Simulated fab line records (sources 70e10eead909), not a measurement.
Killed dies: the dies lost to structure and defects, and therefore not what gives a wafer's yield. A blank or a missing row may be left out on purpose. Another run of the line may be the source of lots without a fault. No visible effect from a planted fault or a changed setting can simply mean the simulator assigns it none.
Chamber matching | flow nand harc | 4 sister chambers for NHARC_A_SGD_CUT_DESCUM_14 on rie diel-05
The step chemistry O2, time 3 s. 8 wafers are shown with their chamber, then 8 later ones without.

== WAFERS WITH THEIR CHAMBER ==
wafer  | chamber | drypump motor current A (A) | oes product au (a.u.)
L500.4 | 1       | 5.9                         | 1.001
L503.2 | 1       | 5.9                         | 1.009
L503.6 | 0       | 5.2                         | 1.011
L505.5 | 3       | 6.4                         | 1.022
L507.2 | 2       | 6.4                         | 1.005
L507.5 | 3       | 6.3                         | 1.011
L507.6 | 0       | 5.2                         | 1.017
L510.1 | 2       | 6.3                         | 0.992

== WAFERS WHOSE CHAMBER IS MISSING ==
wafer  | drypump motor current A (A) | oes product au (a.u.)
L510.2 | 6.4                         | 1.010
L510.5 | 6.4                         | 1.014
L513.2 | 6.3                         | 1.006
L513.3 | 5.2                         | 1.026
L513.6 | 5.8                         | 1.001
L514.2 | 5.8                         | 1.004
L514.4 | 6.4                         | 1.018
L514.6 | 6.4                         | 1.009

== THE CHAMBER EACH PASSED THROUGH ==
wafer  | from the rows above     | in truth
L510.2 | can't be placed: 3 or 2 | 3
L510.5 | can't be placed: 3 or 2 | 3
L513.2 | can't be placed: 2 or 3 | 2
L513.3 | 0                       | 0
L513.6 | 1                       | 1
L514.2 | 1                       | 1
L514.4 | can't be placed: 3 or 2 | 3
L514.6 | can't be placed: 3 or 2 | 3
3 of 8 placed correctly. Not placeable from these rows: 5 (in 5, the candidates include the true chamber). Wrongly placed: 0.
How it was worked out, from the rows above alone: a wafer's distance from a chamber is the root of the sum, over the readings, of the square of ((its reading less the chamber's mean) divided by the reading's scatter). If the next closest chamber is less than 2 further off than the closest, the wafer can't be placed; otherwise it belongs to the closest. Each chamber's mean is taken over the wafers shown for it. The scatter: take each reading less its chamber's mean, square it, sum over the shown wafers, divide by the number of wafers less the number of chambers, and take the root.
